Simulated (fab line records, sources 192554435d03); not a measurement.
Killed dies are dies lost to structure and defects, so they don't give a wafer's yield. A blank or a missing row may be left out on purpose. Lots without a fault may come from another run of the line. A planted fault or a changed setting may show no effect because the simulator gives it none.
Split-lot experiment | flow n5_finfet | 7 lots, 21 wafers read, on a route of 1938 steps

THE SPLIT
At N5_BEOL_M6_COAT_22 (resist thk 30 nm), the setting spin_rpm was moved away from the recipe's 1500 rpm on 10 of the 21 wafers read, by -10.7% to +8.4%. The other wafers ran this setting at the recipe's value.

FROM THE SPLIT TO THE READING: what the file shows between them, 4 steps
- N5_BEOL_M6_EBR_24
- N5_BEOL_M6_SOFTBAKE_23: time 60 s
- N5_BEOL_M6_EXPOSE_25: exposes mask V5, target cd 40 nm
- N5_BEOL_M6_PEB_26: peb time 60 s

THE READING
CAR-EUV_of_BEOL_M6_COAT_22.thk_nm (the simulator's own value, which no gauge read), in nm, at N5_BEOL_M6_DEVELOP_27 (develop time 30 s). The file gives no usual value for it. The 11 wafers here that ran the recipe average 29.6 nm, standard deviation 0.15 nm.

wafer  | tool, chamber at the split | spin_rpm as run, rpm | against the recipe | CAR-EUV_of_BEOL_M6_COAT_22.thk_nm, nm | against lot-mates on the recipe
L075.1 | litho_track-01, 0          | 1500                 | recipe             | 29.8                                  | -
L075.4 | litho_track-01, 0          | 1500                 | recipe             | 29.8                                  | -
L075.5 | litho_track-01, 0          | 1500                 | recipe             | 29.8                                  | -
L076.1 | litho_track-01, 0          | 1500                 | recipe             | 29.6                                  | -
L076.2 | litho_track-01, 0          | 1500                 | recipe             | 29.6                                  | -
L076.5 | litho_track-01, 0          | 1550                 | +3.3%              | 29.2                                  | -0.4
L081.1 | litho_track-02, 0          | 1500                 | recipe             | 29.4                                  | -
L081.2 | litho_track-02, 0          | 1500                 | recipe             | 29.6                                  | -
L081.4 | litho_track-02, 0          | 1339                 | -10.7%             | 31.2                                  | +1.7
L086.2 | litho_track-02, 0          | 1391                 | -7.3%              | 30.8                                  | no lot-mate on the recipe
L086.4 | litho_track-02, 0          | 1391                 | -7.3%              | 30.8                                  | no lot-mate on the recipe
L086.3 | litho_track-02, 0          | 1391                 | -7.3%              | 30.6                                  | no lot-mate on the recipe
L085.1 | litho_track-02, 0          | 1364                 | -9.1%              | 31                                    | no lot-mate on the recipe
L085.4 | litho_track-02, 0          | 1364                 | -9.1%              | 31                                    | no lot-mate on the recipe
L085.5 | litho_track-02, 0          | 1364                 | -9.1%              | 31                                    | no lot-mate on the recipe
L088.2 | litho_track-01, 0          | 1500                 | recipe             | 29.4                                  | -
L088.4 | litho_track-01, 0          | 1500                 | recipe             | 29.6                                  | -
L088.5 | litho_track-01, 0          | 1500                 | recipe             | 29.6                                  | -
L095.4 | litho_track-02, 0          | 1500                 | recipe             | 29.4                                  | -
L095.5 | litho_track-02, 0          | 1626                 | +8.4%              | 28.2                                  | -1.2
L095.6 | litho_track-02, 0          | 1626                 | +8.4%              | 28.4                                  | -1.0

THE FIT
A straight line over all 21 wafers: CAR-EUV_of_BEOL_M6_COAT_22.thk_nm changes by -0.153 nm for each +1% of spin_rpm; r = -0.99; the points scatter about the line by 0.13 nm.
The same after taking each lot's own level away (the mean of its wafers on the recipe; 15 wafers): -0.143 nm for each +1%; r = -0.99; scatter 0.091 nm.
On that fit, the largest move of spin_rpm shifts the reading by 1.5 nm.
The lots' own levels span 29.40 to 29.80 nm, that is 2.7 times the standard deviation above.
So the lot-to-lot level changes the slope little: the two slopes agree.
Check: with one of the wafers moved furthest among these (-10.7%) left out of the fit, the line predicts +1.4 nm for it against its lot-mates. It came out at +1.7 nm against them.

OTHER SPLITS ON THESE WAFERS
These wafers also went through other splits before the reading. Each is held against what the fit with the lots' levels taken away leaves over:
other split on the same wafers | wafers away from the commonest value | r with CAR-EUV_of_BEOL_M6_COAT_22.thk_nm (lot level and that fit taken away)
N5_BEOL_M5_DESCUM_16 time_s    | 9                                    | +0.01
N5_BEOL_M6_ILD_DEP_00 time_s   | 5                                    | +0.14
N5_BEOL_M6_EXPOSE_08 dose_mj   | 7                                    | -0.61

THE WHOLE CHAIN: every reading that the file lists as answering this split, in the file's order
step                  | what it does      | reading                                                                            | change (the file's fit)               | r (the file's)
N5_BEOL_M6_COAT_22    | resist thk 30 nm  | CAR-EUV_of_BEOL_M6_COAT_22.thk_nm (the simulator's own value, which no gauge read) | -0.145 nm for each +1% of the setting | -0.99
N5_BEOL_M6_DEVELOP_27 | develop time 30 s | CAR-EUV_of_BEOL_M6_COAT_22.thk_nm (the simulator's own value, which no gauge read) | -0.146 nm for each +1% of the setting | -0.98

THE FILE'S OWN FIT
CAR-EUV_of_BEOL_M6_COAT_22.thk_nm changes by -0.146 nm for each +1% of spin_rpm, r = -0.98.
